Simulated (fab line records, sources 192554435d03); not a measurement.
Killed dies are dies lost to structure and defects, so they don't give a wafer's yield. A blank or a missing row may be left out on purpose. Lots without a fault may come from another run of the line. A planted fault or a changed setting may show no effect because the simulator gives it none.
fab line records | flow n5_finfet
record lots=24 wafers=72 last_day=19
route steps=1938 shown ZERO_LAYER@14 WELL_APT@28 PMOS_HMC_CHANNEL_EPI@89 FIN_SAQP@98 FIN_CUT@174
lots that met no fault: from a run of the same line without faults
start_h: hours from the record's first day to the start of the lot's first wafer shown | wait_h: hours since the lot's step before | " the same as in the row above | L1.1+2: a row that stands for several wafers | - no value, or no start given | * or withheld: withheld | < > ~ a bound
route shown NAME@n: a module of which the file shows steps, and the number in the route of the first | usual: mean/standard deviation of fault-free wafers | same: alike in all rows | chamber/n: place in a boat | sites: the reading at each site | _std_site: their standard deviation | _edge_site: outer sites' mean less inner sites' | radius_mm: how far each site lies from the wafer's centre | mask NAME#n: copy n | behind: the tool/chamber that last shaped the wafer | hold: why the lot was held/for how many hours/how that ended | device: the transistor (n, p or np) that didn't switch | end of line: the same wafers' tests at the end of the route | a step without rows: its recipe alone | killed: dies lost to structure and defects at the first sort, not the wafer's yield | map: a wafer's dies, x killed, . not, _ none there
set.NAME: the setting as run; set.NAME@STEP: as run at that earlier step | model.NAME: the simulator's own value behind a step, which no gauge read
steps of the route over a sample of lots; a table a step, a row a wafer
services: from which hour (start_h, from the record's first day; less than 0 if before it) a tool's chamber was out of use, for how many hours, and why
## steps
# step N5_ZERO_LAYER_DESCUM_16
# recipe chemistry=O2 time_s=7.9 source_power_w=50 bias_power_w=20 pressure_mtorr=20 rf_frequency_hz=2.712e+07 temp_c=40 o2_flow_sccm=225
# usual drypump_motor_current_A=5.9/0.49 oes_product_au=0.76/0.052 rf_vpp_V=243.3/1.4 showerhead_plenum_p_Torr=2.11/0.071 throttle_valve_pct=20.48/0.2
# columns lot.wafer tool chamber start_h wait_h drypump_motor_current_A oes_product_au rf_hours_counter_h rf_vpp_V showerhead_plenum_p_Torr throttle_valve_pct
L074.3 rie_diel-03 0 12.80 0.0 5.0 0.77 114 243.0 2.11 20.77
L074.5 " 3 " " 6.3 0.92 - 242.0 2.06 20.35
L074.6 " 2 " " 4.7 0.81 - 244.4 2.20 20.80
L075.2 rie_diel-01 2 18.68 0.0 5.7 0.81 115 245.7 2.17 20.40
L075.3 " 1 " " 6.2 0.75 143 241.4 2.00 20.48
L075.5 " 0 " " 6.1 0.71 - 242.6 2.07 20.26
L076.1 rie_diel-01 3 24.83 0.0 6.2 0.79 127 244.9 2.20 20.21
L076.2 " 1 " " 6.2 0.76 145 241.8 2.00 20.49
L076.6 " 3 " " 6.2 0.79 - 245.6 2.20 20.20
L077.1 rie_diel-01 2 30.68 0.0 5.7 0.80 119 245.1 2.17 20.42
L077.2 " 3 " " 6.2 0.78 130 243.3 2.20 20.21
L077.6 " 3 " " 6.2 0.77 - 244.1 2.20 20.22
L078.1 rie_diel-04 3 36.85 0.0 5.9 0.78 129 243.2 2.08 20.42
L078.3 " 0 " " 5.9 0.72 176 245.0 2.17 20.22
L078.4 " 2 " " 5.2 0.72 222 242.3 2.07 20.55
L079.1 rie_diel-01 2 42.89 0.0 5.7 0.80 123 244.7 2.17 20.41
L079.3 " 0 " " 6.1 0.70 218 241.8 2.07 20.27
L079.6 " 0 " " 6.1 0.70 - 242.6 2.07 20.26
L080.3 rie_diel-03 3 48.87 0.0 6.4 0.90 31 241.8 2.06 20.36
L080.5 " 0 " " 5.0 0.76 - 243.7 2.11 20.78
L080.6 " 1 " " 6.1 0.76 - 244.6 2.19 20.66
L081.1 rie_diel-01 2 54.87 0.0 5.7 0.79 127 245.1 2.17 20.43
L081.2 " 3 " " 6.2 0.77 137 244.7 2.19 20.20
L081.5 " 1 " " 6.2 0.73 - 242.8 1.99 20.50
L082.1 rie_diel-01 1 60.85 0.0 6.3 0.74 156 241.4 1.99 20.52
L082.2 " 2 " " 5.7 0.78 128 244.3 2.17 20.43
L082.6 " 1 " " 6.3 0.74 - 240.8 1.99 20.51
L083.1 rie_diel-04 0 67.06 0.4 5.9 0.72 185 244.0 2.17 20.23
L083.2 " 2 " " 5.3 0.71 231 243.4 2.06 20.57
L083.3 " 3 " " 5.9 0.78 137 243.1 2.08 20.43
L084.1 rie_diel-01 0 72.81 0.0 6.1 0.68 226 242.6 2.07 20.28
L084.5 " 1 " " 6.3 0.73 - 241.1 1.99 20.49
L084.6 " 0 " " 6.1 0.68 - 243.2 2.07 20.29
L085.1 rie_diel-03 0 78.68 0.0 5.0 0.76 129 242.9 2.11 20.80
L085.3 " 2 " " 4.7 0.79 123 244.6 2.20 20.84
L085.6 " 0 " " 5.0 0.75 - 243.7 2.11 20.79
L086.1 rie_diel-03 0 84.80 0.0 5.0 0.74 130 243.3 2.11 20.79
L086.3 " 1 " " 6.1 0.75 167 244.4 2.19 20.65
L086.5 " 3 " " 6.4 0.89 - 241.0 2.05 20.37
L087.2 rie_diel-01 2 90.80 0.0 5.7 0.79 137 245.6 2.17 20.45
L087.5 " 0 " " 6.1 0.69 - 243.3 2.07 20.31
L087.6 " 3 " " 6.2 0.76 - 244.3 2.19 20.23
L088.3 rie_diel-04 0 96.68 0.0 5.9 0.72 190 244.2 2.16 20.24
L088.5 " 3 " " 6.0 0.77 - 242.0 2.08 20.46
L088.6 " 0 " " 5.9 0.71 - 244.1 2.16 20.24
L089.1 rie_diel-04 3 102.81 0.0 5.9 0.77 144 241.9 2.08 20.44
L089.3 " 1 " " 6.1 0.81 96 242.2 2.02 20.69
L089.6 " 3 " " 6.0 0.77 - 243.1 2.08 20.44
L090.1 rie_diel-03 0 108.77 0.1 5.0 0.76 137 241.6 2.11 20.80
L090.3 " 1 " " 6.1 0.75 175 243.9 2.19 20.66
L090.5 " 1 " " 6.1 0.75 - 246.8 2.19 20.66
L091.1 rie_diel-04 1 114.80 0.0 6.2 0.81 100 241.1 2.02 20.69
L091.4 " 0 " " 5.9 0.71 196 242.8 2.16 20.24
L091.6 " 2 " " 5.2 0.71 - 242.2 2.06 20.56
L092.2 rie_diel-01 3 120.80 0.0 6.2 0.75 156 244.4 2.19 20.25
L092.3 " 0 " " 6.1 0.69 239 241.8 2.06 20.30
L092.6 " 3 " " 6.2 0.75 - 244.3 2.19 20.24
L093.1 rie_diel-01 1 126.69 0.0 6.3 0.72 175 240.6 1.99 20.53
L093.3 " 3 " " 6.2 0.76 159 244.9 2.19 20.24
L093.5 " 0 " " 6.1 0.68 - 243.7 2.06 20.31
L094.1 rie_diel-03 2 132.68 0.0 4.7 0.78 138 242.0 2.19 20.86
L094.2 " 3 " " 6.4 0.88 52 241.5 2.05 20.39
L094.5 " 1 " " 6.1 0.75 - 243.7 2.19 20.67
L095.1 rie_diel-03 1 138.80 0.0 6.1 0.74 184 245.2 2.19 20.68
L095.4 " 3 " " 6.4 0.86 54 242.8 2.05 20.40
L095.6 " 3 " " 6.4 0.88 - 243.1 2.05 20.40
L096.1 rie_diel-04 3 144.82 0.0 5.9 0.76 158 242.1 2.07 20.47
L096.3 " 1 " " 6.1 0.80 109 242.1 2.01 20.69
L096.4 " 2 " " 5.2 0.70 245 243.4 2.06 20.59
L097.1 rie_diel-01 1 150.80 0.0 6.3 0.73 180 240.6 1.98 20.55
L097.3 " 0 " " 6.1 0.68 247 243.9 2.06 20.32
L097.6 " 2 " " 5.7 0.77 - 245.6 2.16 20.49
# step N5_WELL_APT_CD_MEAS_08
# recipe target_cd_nm=200 landing_energy_ev=500 detector=se_inlens
# usual cd_nm=200.2/2
# columns lot.wafer tool chamber start_h wait_h cd_nm
L074.3 cd_sem-01 0 13.85 - 197.0
L074.5 " 0 " " 201.8
L074.6 " 0 " " 198.6
L075.2 cd_sem-01 0 19.68 - 201.2
L075.3 " 0 " " 202.3
L075.5 " 0 " " 199.3
L076.1 cd_sem-02 0 25.71 - 199.4
L076.2 " 0 " " 198.2
L076.6 " 0 " " 200.0
L077.1 cd_sem-01 0 31.69 - 203.1
L077.2 " 0 " " 204.7
L077.6 " 0 " " 202.8
L078.1 cd_sem-01 0 37.73 - 200.4
L078.3 " 0 " " 201.5
L078.4 " 0 " " 199.9
L079.1 cd_sem-03 0 43.92 - 196.4
L079.3 " 0 " " 197.2
L079.6 " 0 " " 198.2
L080.3 cd_sem-01 0 49.77 - 198.1
L080.5 " 0 " " 202.4
L080.6 " 0 " " 199.9
L081.1 cd_sem-03 0 56.12 - 203.9
L081.2 " 0 " " 203.2
L081.5 " 0 " " 202.6
L082.1 cd_sem-01 0 61.73 - 200.8
L082.2 " 0 " " 199.8
L082.6 " 0 " " 200.5
L083.1 cd_sem-03 0 68.06 - 199.4
L083.2 " 0 " " 198.1
L083.3 " 0 " " 196.6
L084.1 cd_sem-02 0 73.81 - 196.6
L084.5 " 0 " " 195.5
L084.6 " 0 " " 199.1
L085.1 cd_sem-02 0 79.56 - 203.5
L085.3 " 0 " " 203.9
L085.6 " 0 " " 200.7
L086.1 cd_sem-03 0 85.93 - 202.0
L086.3 " 0 " " 201.7
L086.5 " 0 " " 198.0
L087.2 cd_sem-03 0 91.68 - 200.0
L087.5 " 0 " " 198.1
L087.6 " 0 " " 199.8
L088.3 cd_sem-02 0 97.59 - 200.4
L088.5 " 0 " " 200.7
L088.6 " 0 " " 202.3
L089.1 cd_sem-02 0 103.69 - 199.3
L089.3 " 0 " " 199.8
L089.6 " 0 " " 202.6
L090.1 cd_sem-01 0 109.64 - 201.1
L090.3 " 0 " " 198.9
L090.5 " 0 " " 200.8
L091.1 cd_sem-03 0 115.68 - 201.1
L091.4 " 0 " " 203.2
L091.6 " 0 " " 202.2
L092.2 cd_sem-01 0 121.68 - 199.8
L092.3 " 0 " " 202.2
L092.6 " 0 " " 200.6
L093.1 cd_sem-02 0 127.74 - 196.7
L093.3 " 0 " " 196.9
L093.5 " 0 " " 198.5
L094.1 cd_sem-02 0 133.56 - 199.8
L094.2 " 0 " " 197.9
L094.5 " 0 " " 198.7
L095.1 cd_sem-01 0 139.83 - 202.0
L095.4 " 0 " " 198.1
L095.6 " 0 " " 200.9
L096.1 cd_sem-01 0 145.82 - 198.4
L096.3 " 0 " " 198.5
L096.4 " 0 " " 200.2
L097.1 cd_sem-01 0 151.83 - 201.8
L097.3 " 0 " " 202.9
L097.6 " 0 " " 203.3
# step N5_PMOS_HMC_CHANNEL_EPI_INSPECT_30
# recipe inspect_instrument=darkfield mode=post_epi
# usual raw_defect_count=20/6.9
# columns lot.wafer tool chamber start_h wait_h raw_defect_count
L074.3 defect_inspect-01 - 20.65 0.0 25
L074.5 " - " " 22
L074.6 " - " " 11
L075.2 defect_inspect-02 - 26.44 0.0 32
L075.3 " - " " 26
L075.5 " - " " 25
L076.1 defect_inspect-02 - 32.53 0.0 16
L076.2 " - " " 23
L076.6 " - " " 18
L077.1 defect_inspect-01 - 39.58 0.0 12
L077.2 " - " " 16
L077.6 " - " " 11
L078.1 defect_inspect-01 - 44.63 0.0 25
L078.3 " - " " 20
L078.4 " - " " 38
L079.1 defect_inspect-01 - 51.12 0.0 18
L079.3 " - " " 21
L079.6 " - " " 11
L080.3 defect_inspect-02 - 56.61 0.0 21
L080.5 " - " " 16
L080.6 " - " " 12
L081.1 defect_inspect-02 - 62.45 0.0 14
L081.2 " - " " 23
L081.5 " - " " 38
L082.1 defect_inspect-02 - 68.07 0.0 27
L082.2 " - " " 22
L082.6 " - " " 14
L083.1 defect_inspect-01 - 74.63 0.0 15
L083.2 " - " " 17
L083.3 " - " " 15
L084.1 defect_inspect-01 - 80.36 0.0 29
L084.5 " - " " 30
L084.6 " - " " 24
L085.1 defect_inspect-02 - 88.64 0.0 19
L085.3 " - " " 5
L085.6 " - " " 16
L086.1 defect_inspect-02 - 92.95 0.0 9
L086.3 " - " " 5
L086.5 " - " " 17
L087.2 defect_inspect-01 - 98.28 0.0 15
L087.5 " - " " 12
L087.6 " - " " 24
L088.3 defect_inspect-02 - 104.50 0.0 22
L088.5 " - " " 24
L088.6 " - " " 14
L089.1 defect_inspect-01 - 110.00 0.0 21
L089.3 " - " " 11
L089.6 " - " " 17
L090.1 defect_inspect-01 - 116.34 0.0 29
L090.3 " - " " 24
L090.5 " - " " 32
L091.1 defect_inspect-02 - 122.58 0.0 13
L091.4 " - " " 13
L091.6 " - " " 12
L092.2 defect_inspect-02 - 129.21 0.0 31
L092.3 " - " " 17
L092.6 " - " " 14
L093.1 defect_inspect-01 - 134.13 0.0 23
L093.3 " - " " 20
L093.5 " - " " 15
L094.1 defect_inspect-02 - 139.80 0.0 33
L094.2 " - " " 29
L094.5 " - " " 29
L095.1 defect_inspect-02 - 145.83 0.0 33
L095.4 " - " " 22
L095.6 " - " " 25
L096.1 defect_inspect-02 - 152.06 0.0 29
L096.3 " - " " 17
L096.4 " - " " 29
L097.1 defect_inspect-01 - 158.14 0.0 12
L097.3 " - " " 8
L097.6 " - " " 13
# step N5_FIN_SAQP_PECVD_47
# recipe material=a-Si target_thk_a=450 temp_c=400 precursor=SiH4/He pressure_torr=3 rf_w=100 time_s=36.3
# usual heater_power_w=830/69 showerhead_plenum_p_Torr=5.67/0.053 susceptor_temp_C=399.99/0.24 throttle_valve_pct=18.6/1
# columns lot.wafer tool chamber start_h wait_h heater_power_w showerhead_plenum_p_Torr susceptor_temp_C throttle_valve_pct
L074.3 pecvd-02 1 21.35 0.1 877 5.67 400.09 17.7
L074.5 " 1 " " 739 5.67 399.84 17.7
L074.6 " 1 " " 741 5.65 399.93 18.2
L075.2 pecvd-02 1 27.12 0.0 853 5.67 400.16 17.9
L075.3 " 2 " " 827 5.65 399.66 16.9
L075.5 " 2 " " 855 5.66 400.08 17.2
L076.1 pecvd-04 2 33.61 0.0 837 5.58 400.46 17.0
L076.2 " 0 " " 734 5.73 400.40 19.5
L076.6 " 0 " " 705 5.73 400.39 19.4
L077.1 pecvd-02 2 40.31 0.0 924 5.65 400.09 17.1
L077.2 " 0 " " 779 5.63 399.28 19.1
L077.6 " 0 " " 783 5.64 399.68 18.9
L078.1 pecvd-04 0 45.34 0.0 770 5.73 400.08 19.5
L078.3 " 2 " " 841 5.59 399.82 16.9
L078.4 " 0 " " 767 5.74 400.19 19.3
L079.1 pecvd-01 0 51.87 0.0 819 5.65 399.92 18.8
L079.3 " 0 " " 846 5.65 400.09 18.6
L079.6 " 0 " " 824 5.66 400.07 18.7
L080.3 pecvd-02 2 57.40 0.0 892 5.65 399.70 17.2
L080.5 " 1 " " 794 5.68 400.07 18.1
L080.6 " 0 " " 878 5.65 399.94 18.8
L081.1 pecvd-04 1 63.12 0.0 743 5.73 399.95 18.8
L081.2 " 2 " " 894 5.60 400.16 17.1
L081.5 " 1 " " 717 5.73 399.69 19.3
L082.1 pecvd-02 2 69.87 0.0 845 5.65 399.86 17.0
L082.2 " 0 " " 861 5.64 399.75 19.0
L082.6 " 2 " " 887 5.65 399.85 17.1
L083.1 pecvd-01 2 75.56 0.0 852 5.58 400.01 20.6
L083.2 " 1 " " 907 5.73 399.84 18.4
L083.3 " 0 " " 855 5.66 399.80 18.7
L084.1 pecvd-04 2 81.25 0.0 855 5.59 399.86 17.4
L084.5 " 0 " " 758 5.73 400.05 19.4
L084.6 " 2 " " 853 5.59 399.73 17.0
L085.1 pecvd-02 2 90.20 0.0 932 5.65 400.12 16.9
L085.3 " 1 " " 830 5.66 399.89 17.8
L085.6 " 2 " " 901 5.67 400.19 17.1
L086.1 pecvd-01 0 94.06 0.0 741 5.67 400.19 18.9
L086.3 " 1 " " 951 5.74 399.75 18.2
L086.5 " 1 " " 937 5.73 399.81 18.5
L087.2 pecvd-02 2 99.72 0.0 864 5.66 400.26 17.1
L087.5 " 1 " " 807 5.66 399.86 18.0
L087.6 " 2 " " 852 5.65 399.98 17.1
L088.3 pecvd-01 2 106.74 0.0 741 5.59 399.97 20.6
L088.5 " 1 " " 952 5.73 399.84 18.5
L088.6 " 2 " " 747 5.59 399.97 20.6
L089.1 pecvd-01 1 110.79 0.0 831 5.72 399.84 18.5
L089.3 " 2 " " 767 5.58 399.72 20.8
L089.6 " 0 " " 890 5.67 400.06 18.9
L090.1 pecvd-01 2 117.09 0.0 811 5.59 400.26 20.6
L090.3 " 0 " " 870 5.67 399.95 18.9
L090.5 " 0 " " 738 5.66 399.95 19.3
L091.1 pecvd-02 2 123.65 0.0 919 5.67 399.91 17.4
L091.4 " 0 " " 854 5.64 400.01 19.1
L091.6 " 1 " " 795 5.67 400.00 18.0
L092.2 pecvd-04 1 129.87 0.0 768 5.72 400.12 18.9
L092.3 " 0 " " 757 5.73 400.07 19.9
L092.6 " 0 " " 767 5.75 400.29 19.6
L093.1 pecvd-04 1 135.31 0.0 818 5.72 399.92 19.0
L093.3 " 0 " " 753 5.72 399.45 19.6
L093.5 " 0 " " 756 5.73 399.84 19.8
L094.1 pecvd-04 2 141.03 0.0 929 5.60 400.43 17.2
L094.2 " 0 " " 707 5.71 400.36 19.5
L094.5 " 0 " " 713 5.74 399.97 19.8
L095.1 pecvd-04 0 146.54 0.0 737 5.73 400.26 19.9
L095.4 " 0 " " 728 5.74 400.54 19.5
L095.6 " 2 " " 869 5.59 399.59 17.3
L096.1 pecvd-01 2 152.72 0.0 848 5.58 400.29 20.6
L096.3 " 1 " " 894 5.73 399.75 18.5
L096.4 " 0 " " 887 5.67 399.65 18.8
L097.1 pecvd-04 1 158.84 0.0 711 5.73 399.96 19.0
L097.3 " 2 " " 862 5.60 400.04 17.4
L097.6 " 1 " " 717 5.73 400.29 19.0
# step N5_FIN_SAQP_RECESS_63
# recipe chemistry=HF/NH3 target=SiO2 target_depth_a=180 afs_cycles=3 temp_c=30 sublimation_temp_c=180 sublimation_time_s=60
# usual drypump_motor_current_A=5.8/0.48 foreline_p_Torr=0.1280/0.0004
# same sublimation_time_s=60
# columns lot.wafer tool chamber start_h wait_h drypump_motor_current_A foreline_p_Torr
L074.3 vapor_etch-02 0 25.07 0.2 5.5 0.1268
L074.5 " 1 " " 6.3 0.1281
L074.6 " 0 " " 5.5 0.1283
L075.2 vapor_etch-02 1 30.17 0.1 6.3 0.1282
L075.3 " 1 " " 6.3 0.1281
L075.5 " 0 " " 5.5 0.1286
L076.1 vapor_etch-02 1 36.93 0.1 6.3 0.1275
L076.2 " 0 " " 5.5 0.1282
L076.6 " 1 " " 6.3 0.1277
L077.1 vapor_etch-01 1 43.61 0.1 5.9 0.1274
L077.2 " 0 " " 4.9 0.1283
L077.6 " 1 " " 5.9 0.1281
L078.1 vapor_etch-01 0 48.46 0.1 5.0 0.1281
L078.3 " 0 " " 5.0 0.1283
L078.4 " 1 " " 6.0 0.1275
L079.1 vapor_etch-02 0 54.84 0.1 5.5 0.1285
L079.3 " 1 " " 6.3 0.1276
L079.6 " 0 " " 5.5 0.1277
L080.3 vapor_etch-02 1 61.77 0.2 6.3 0.1275
L080.5 " 1 " " 6.3 0.1277
L080.6 " 0 " " 5.5 0.1286
L081.1 vapor_etch-01 1 66.29 0.1 5.9 0.1275
L081.2 " 0 " " 4.9 0.1275
L081.5 " 0 " " 5.0 0.1287
L082.1 vapor_etch-01 1 72.99 0.1 6.0 0.1277
L082.2 " 0 " " 5.0 0.1279
L082.6 " 0 " " 5.0 0.1276
L083.1 vapor_etch-02 0 79.85 0.1 5.5 0.1280
L083.2 " 1 " " 6.3 0.1279
L083.3 " 0 " " 5.5 0.1277
L084.1 vapor_etch-02 1 84.15 0.1 6.3 0.1276
L084.5 " 0 " " 5.5 0.1282
L084.6 " 1 " " 6.2 0.1280
L085.1 vapor_etch-02 1 93.23 0.1 6.4 0.1278
L085.3 " 1 " " 6.3 0.1276
L085.6 " 0 " " 5.5 0.1281
L086.1 vapor_etch-02 1 97.90 0.1 6.3 0.1275
L086.3 " 0 " " 5.5 0.1279
L086.5 " 1 " " 6.3 0.1279
L087.2 vapor_etch-02 1 102.74 0.1 6.3 0.1282
L087.5 " 1 " " 6.3 0.1282
L087.6 " 0 " " 5.5 0.1281
L088.3 vapor_etch-01 1 110.00 0.2 6.0 0.1285
L088.5 " 1 " " 6.0 0.1283
L088.6 " 0 " " 5.0 0.1282
L089.1 vapor_etch-02 0 113.83 0.1 5.5 0.1276
L089.3 " 1 " " 6.3 0.1280
L089.6 " 1 " " 6.3 0.1278
L090.1 vapor_etch-01 0 121.67 0.1 5.0 0.1285
L090.3 " 1 " " 6.0 0.1280
L090.5 " 0 " " 5.0 0.1284
L091.1 vapor_etch-02 1 126.84 0.1 6.3 0.1277
L091.4 " 1 " " 6.3 0.1277
L091.6 " 0 " " 5.5 0.1283
L092.2 vapor_etch-01 1 133.07 0.1 5.9 0.1272
L092.3 " 1 " " 5.9 0.1276
L092.6 " 0 " " 5.0 0.1279
L093.1 vapor_etch-02 0 138.36 0.1 5.5 0.1274
L093.3 " 0 " " 5.5 0.1282
L093.5 " 0 " " 5.5 0.1279
L094.1 vapor_etch-02 1 144.17 0.1 6.3 0.1281
L094.2 " 0 " " 5.5 0.1288
L094.5 " 1 " " 6.2 0.1279
L095.1 vapor_etch-01 0 149.62 0.1 5.0 0.1281
L095.4 " 1 " " 5.9 0.1290
L095.6 " 1 " " 6.0 0.1288
L096.1 vapor_etch-02 0 155.84 0.1 5.5 0.1284
L096.3 " 0 " " 5.5 0.1284
L096.4 " 1 " " 6.3 0.1282
L097.1 vapor_etch-02 0 162.12 0.1 5.5 0.1282
L097.3 " 0 " " 5.5 0.1277
L097.6 " 1 " " 6.3 0.1276
# step N5_FIN_CUT_CUT_ETCH_27
# recipe chemistry=CHF3/O2 target=SiO2 target_depth_a=40 mask_material=SOC overetch_a=20 time_s=4.9 pressure_mtorr=30 source_w=650 bias_w=170 Ar_flow_sccm=200 CHF3_flow_sccm=50 O2_flow_sccm=5 ion_energy_ev=200
# usual CHF3_flow_sccm=50.00/0.15 bias_w=169.9/0.53 drypump_motor_current_A=5.8/0.54 oes_o_777_au=0.76/0.056 oes_product_au=0.61/0.037 rf_vpp_V=528/7.6 showerhead_plenum_p_Torr=2.43/0.075 throttle_valve_pct=18.96/0.18
# columns lot.wafer tool chamber start_h wait_h CHF3_flow_sccm bias_w drypump_motor_current_A oes_o_777_au oes_product_au rf_hours_counter_h rf_vpp_V showerhead_plenum_p_Torr throttle_valve_pct
L074.3 rie_diel-03 1 27.76 0.0 50.09 169.8 6.1 0.75 0.61 153 539 2.51 18.94
L074.5 " 2 " " 49.99 169.8 4.7 0.80 0.63 - 527 2.53 19.17
L074.6 " 1 " " 50.08 169.9 6.1 0.75 0.61 - 539 2.51 18.96
L075.2 rie_diel-03 2 33.49 0.0 49.99 169.6 4.7 0.79 0.63 113 526 2.53 19.17
L075.3 " 0 " " 50.00 169.7 5.0 0.78 0.60 117 516 2.44 19.15
L075.5 " 2 " " 50.06 170.5 4.7 0.79 0.63 - 525 2.53 19.18
L076.1 rie_diel-04 0 40.32 0.0 50.17 169.8 5.9 0.71 0.57 177 535 2.51 18.70
L076.2 " 3 " " 50.11 170.1 6.0 0.76 0.61 130 534 2.42 18.94
L076.6 " 2 " " 49.98 169.7 5.2 0.72 0.58 - 526 2.40 19.04
L077.1 rie_diel-03 2 51.39 0.0 49.98 170.4 4.7 0.78 0.63 118 525 2.52 19.18
L077.2 " 3 " " 49.67 170.6 6.4 0.92 0.70 32 526 2.36 18.69
L077.6 " 0 " " 50.26 169.7 5.0 0.78 0.61 - 516 2.44 19.15
L078.1 rie_diel-01 0 51.62 0.0 50.10 169.5 6.2 0.71 0.56 220 535 2.38 18.71
L078.3 " 3 " " 49.82 170.3 6.2 0.81 0.61 136 526 2.52 18.56
L078.4 " 2 " " 50.03 169.9 5.7 0.80 0.63 126 513 2.53 19.01
L079.1 rie_diel-04 3 58.11 0.0 50.10 169.8 6.0 0.75 0.61 136 536 2.42 18.98
L079.3 " 2 " " 50.12 170.2 5.2 0.71 0.57 230 525 2.39 19.04
L079.6 " 1 " " 50.04 169.7 6.1 0.83 0.65 - 526 2.33 19.04
L080.3 rie_diel-03 3 64.55 0.0 49.66 170.3 6.4 0.90 0.70 35 527 2.36 18.71
L080.5 " 0 " " 49.82 170.6 5.0 0.78 0.60 - 517 2.43 19.16
L080.6 " 1 " " 49.99 169.9 6.1 0.75 0.61 - 540 2.50 18.99
L081.1 rie_diel-01 3 69.24 0.0 49.90 170.0 6.2 0.80 0.61 141 526 2.52 18.59
L081.2 " 2 " " 50.03 169.6 5.6 0.78 0.63 131 512 2.52 19.01
L081.5 " 1 " " 50.16 169.7 6.3 0.72 0.58 - 527 2.31 18.99
L082.1 rie_diel-01 3 75.88 0.0 49.73 170.6 6.2 0.80 0.61 143 525 2.52 18.59
L082.2 " 2 " " 50.06 168.9 5.7 0.79 0.62 133 513 2.52 19.01
L082.6 " 1 " " 49.88 169.3 6.3 0.72 0.58 - 528 2.31 18.99
L083.1 rie_diel-01 1 83.45 0.0 49.80 170.3 6.3 0.71 0.58 162 529 2.31 18.99
L083.2 " 0 " " 50.07 169.4 6.1 0.69 0.56 229 536 2.38 18.70
L083.3 " 2 " " 50.37 170.5 5.7 0.79 0.62 135 512 2.52 19.02
L084.1 rie_diel-03 0 87.41 0.0 50.03 169.7 5.0 0.77 0.60 130 516 2.43 19.16
L084.5 " 1 " " 50.08 170.3 6.1 0.75 0.60 - 538 2.50 18.97
L084.6 " 2 " " 49.99 169.6 4.7 0.78 0.62 - 526 2.52 19.21
L085.1 rie_diel-04 0 96.21 0.0 50.22 170.3 5.9 0.70 0.57 190 536 2.51 18.73
L085.3 " 1 " " 49.98 170.1 6.1 0.81 0.64 94 527 2.32 19.05
L085.6 " 3 " " 49.88 170.5 5.9 0.75 0.61 - 535 2.42 18.97
L086.1 rie_diel-01 2 101.49 0.0 49.92 170.1 5.7 0.78 0.62 140 512 2.52 19.00
L086.3 " 3 " " 49.93 170.1 6.2 0.79 0.60 151 526 2.51 18.61
L086.5 " 3 " " 49.47 169.4 6.2 0.78 0.61 - 526 2.51 18.60
L087.2 rie_diel-04 3 107.47 0.0 50.09 169.9 6.0 0.74 0.60 146 535 2.41 18.98
L087.5 " 2 " " 49.97 169.9 5.2 0.71 0.56 - 524 2.39 19.07
L087.6 " 3 " " 49.98 169.1 6.0 0.74 0.60 - 533 2.41 18.99
L088.3 rie_diel-03 3 112.81 0.0 49.92 170.9 6.4 0.89 0.69 47 526 2.36 18.71
L088.5 " 2 " " 50.10 168.7 4.7 0.78 0.62 - 526 2.52 19.21
L088.6 " 1 " " 49.95 170.0 6.1 0.74 0.59 - 539 2.50 19.00
L089.1 rie_diel-04 0 116.70 0.0 49.96 169.4 5.9 0.69 0.56 196 535 2.51 18.75
L089.3 " 3 " " 49.76 168.9 5.9 0.74 0.59 150 533 2.41 19.01
L089.6 " 1 " " 49.90 169.0 6.1 0.80 0.64 - 525 2.32 19.06
L090.1 rie_diel-04 0 125.41 0.0 50.02 170.1 5.9 0.70 0.56 198 534 2.51 18.77
L090.3 " 1 " " 49.93 169.7 6.1 0.81 0.64 103 525 2.32 19.06
L090.5 " 0 " " 50.00 169.8 5.9 0.69 0.56 - 536 2.51 18.77
L091.1 rie_diel-03 0 129.82 0.0 50.27 170.7 5.0 0.76 0.59 144 516 2.43 19.18
L091.4 " 1 " " 49.75 169.9 6.1 0.74 0.58 182 539 2.50 19.01
L091.6 " 1 " " 49.94 170.6 6.1 0.74 0.59 - 540 2.50 19.01
L092.2 rie_diel-04 1 135.88 0.0 49.82 170.3 6.2 0.81 0.63 107 527 2.32 19.06
L092.3 " 0 " " 50.00 171.0 5.9 0.69 0.56 202 535 2.50 18.76
L092.6 " 1 " " 49.92 169.7 6.2 0.81 0.63 - 526 2.32 19.07
L093.1 rie_diel-03 1 142.21 0.0 50.14 170.5 6.1 0.73 0.58 185 539 2.50 19.01
L093.3 " 2 " " 50.36 169.9 4.7 0.76 0.61 141 525 2.51 19.21
L093.5 " 3 " " 49.97 169.6 6.4 0.87 0.67 - 526 2.36 18.74
L094.1 rie_diel-03 2 147.06 0.0 49.85 169.7 4.7 0.76 0.62 141 524 2.51 19.21
L094.2 " 0 " " 49.90 168.8 5.0 0.76 0.59 148 517 2.43 19.19
L094.5 " 2 " " 50.06 168.9 4.7 0.76 0.61 - 523 2.51 19.21
L095.1 rie_diel-03 0 153.30 0.0 50.05 170.5 5.0 0.75 0.58 149 516 2.43 19.18
L095.4 " 2 " " 49.96 169.7 4.7 0.77 0.61 143 523 2.51 19.23
L095.6 " 1 " " 50.06 169.6 6.1 0.73 0.59 - 541 2.49 19.02
L096.1 rie_diel-04 1 158.63 0.0 50.05 169.6 6.1 0.80 0.63 114 527 2.32 19.09
L096.3 " 0 " " 50.20 169.3 5.9 0.69 0.55 210 536 2.50 18.79
L096.4 " 1 " " 50.04 168.4 6.1 0.81 0.63 - 525 2.32 19.08
L097.1 rie_diel-04 3 165.18 0.0 50.09 171.0 5.9 0.73 0.58 164 535 2.41 19.01
L097.3 " 1 " " 50.17 169.4 6.1 0.79 0.63 115 526 2.32 19.08
L097.6 " 0 " " 50.09 169.1 5.9 0.68 0.55 - 535 2.50 18.77
## services
# columns tool chamber start_h hours kind
rie_diel-04 1 -8.37 11.8 repair
rie_diel-01 1 -6.42 8.3 repair
pecvd-04 - 10.07 6.0 pm
rie_diel-01 0 13.18 4.4 repair
pecvd-02 2 14.14 8.4 repair
pecvd-02 0 18.09 6.7 repair
rie_diel-03 0 22.59 6.4 repair
pecvd-01 2 32.67 26.8 repair
vapor_etch-01 - 51.00 0.1 repair
pecvd-04 - 58.69 4.3 pm
pecvd-01 - 59.16 2.8 pm
pecvd-04 - 63.57 1.6 repair
pecvd-02 - 70.30 0.9 repair
pecvd-01 1 96.26 6.5 repair
vapor_etch-01 - 100.16 4.0 pm
rie_diel-04 2 115.56 19.2 repair
rie_diel-01 3 139.01 5.3 repair
rie_diel-04 2 153.49 7.9 repair
rie_diel-03 2 154.27 4.0 repair
rie_diel-01 0 162.16 - clean
rie_diel-01 0 162.16 - consumable_replace:focus_ring
rie_diel-01 0 162.16 22.8 scheduled_down
rie_diel-01 0 162.16 22.8 vent_cycle
pecvd-02 - 165.07 2.8 pm
## key
fault none
